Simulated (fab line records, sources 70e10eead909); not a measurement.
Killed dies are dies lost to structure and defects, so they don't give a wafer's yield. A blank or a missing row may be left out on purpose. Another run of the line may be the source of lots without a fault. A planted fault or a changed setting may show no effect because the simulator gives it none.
Comparing a struck lot with a sound one -- flow nand-harc -- 12 steps out of a route of 1159
Sound: the wafers L854.1, L854.2, L854.4. Struck: wafer L859.1 (left out: L859.5, a lot-mate that was not struck); the cause follows at the end.
Order at every step that has rows: each side's tool, ch and its chambers, its first start. Under that, the readings that differ: sound wafers -- struck wafers -- difference of the means -- sigmas: that difference in standard deviations of wafers without a fault.
alike: a reading whose means differ by less than 2 such deviations, as well as words and numbers matching on both sides. not compared: withheld readings; readings where some wafer has no value; bounds like >300 that might hide an equal value; numbers whose values overlap and for which the record gives no deviation.
The two part at a step that has a row with sigmas, a row that says differs or no value, or rows on one side only. Numbers that don't overlap but have no deviation are shown without sigmas and don't part them. Lack of a reading on every wafer of one side parts them only where that side has two or more wafers.

first, 1 step without rows for these wafers: NHARC_A_WL_FILL_CVD_23 (deposits poly-Si, target thk 40 nm, time 800 s).
NHARC_A_WL_FILL_ETCHBACK_26: etches the open film in HBr, target depth 52 nm, time 13.3 s.
  sound on rie-si-06 ch 0,2,3, day 18 06:38; struck on rie-si-06 ch 3, day 19 01:34
reading,sound,struck,difference,sigmas
rf-hours-counter-h (h),0.2 0.3 0.2,0.4,+0.2,
  alike: drypump-motor-current-A, oes-product-au, throttle-valve-pct
then, 2 steps without rows for these wafers: NHARC_A_WL_FILL_PRECLEAN_30 (cleans in dHF, time 10 s); NHARC_A_WL_FILL_SRD_14.
NHARC_A_WL_FILL_ALD_19: deposits TiN, target thk 2 nm, pulse time 3 s, ald cycles 100.
  sound on ald-metal-02 ch 1,2,3, day 18 06:54; struck on ald-metal-03 ch 2, day 19 01:47
  alike: heater-power-outer-w, heater-power-w, precursor-pulse-height-rel
NHARC_A_WL_FILL_CVD_20: deposits W, target thk 75 nm, time 5064 s.
  sound: cvd-w-01 ch 0,1; struck: cvd-w-02 ch 0
  alike: heater-power-outer-w, heater-power-w, throttle-valve-pct
NHARC_A_WL_FILL_CMP_12: polishes, t overpolish 30 s, target thk 75 nm.
  sound on cmp-01 ch 0,1,2, day 18 16:11; struck on cmp-02 ch 1, day 19 07:06
  alike: motor-current-A, overpolish-run-s, slurry-flow-ml-min, time-to-endpoint-s
after that, 1 step had no rows for these wafers: NHARC_A_WL_FILL_SRD_31.
NHARC_A_WL_FILL_INSPECT_15:
  sound: defect-inspect-02 at day 18 16:39; struck: defect-inspect-01 at day 19 07:32
reading,sound,struck,difference,sigmas
raw-defect-count,257 283 387,764,+455,+4
NHARC_A_CONTACT_DEP_24: deposits SiO2, target thk 500 nm.
  sound on pecvd-02 ch 1,2, day 18 16:43; struck on pecvd-02 ch 0, day 19 07:43
reading,sound,struck,difference,sigmas
heater-power-outer-w (W),182 243 269,358,+127,+3
heater-power-w (W),388 510 544,647,+166,+2
rf-fwd-power-W (W),899.8 892.7 892.2,538.0,-356.9,-99 or more
showerhead-vpp-V (V),1947 1891 1942,1318,-609,-7
  alike: throttle-valve-pct
NHARC_A_CONTACT_DEP_28: deposits aC, target thk 3600 nm.
  sound on acl-dep-03 ch 0, day 18 18:01; struck on acl-dep-01 ch 0, day 19 13:31
reading,sound,struck,difference,sigmas
hold,- - -,await-dispo/4.7h/release,no value on the sound wafers,
  alike: throttle-valve-pct
-- jump in the record: it breaks off in module A_CONTACT and resumes in module END (first step shown: number 1159 of the route), and 3 days separate the struck wafers' starts before and after --
NHARC_END_SORT_01:
  sound on prober-02 ch 0, day 22 00:37; struck on prober-02 ch 0, day 22 22:18
reading,sound,struck,difference,sigmas
killed-open,1 2 4,6,+4,+2
  alike: killed-at-array, killed-at-other, killed-at-periphery, killed-dies, killed-short

WHERE THEY PART
At NHARC_A_WL_FILL_INSPECT_15 first; at NHARC_END_SORT_01 last (within this record only).

WHY: whatever the simulator had introduced
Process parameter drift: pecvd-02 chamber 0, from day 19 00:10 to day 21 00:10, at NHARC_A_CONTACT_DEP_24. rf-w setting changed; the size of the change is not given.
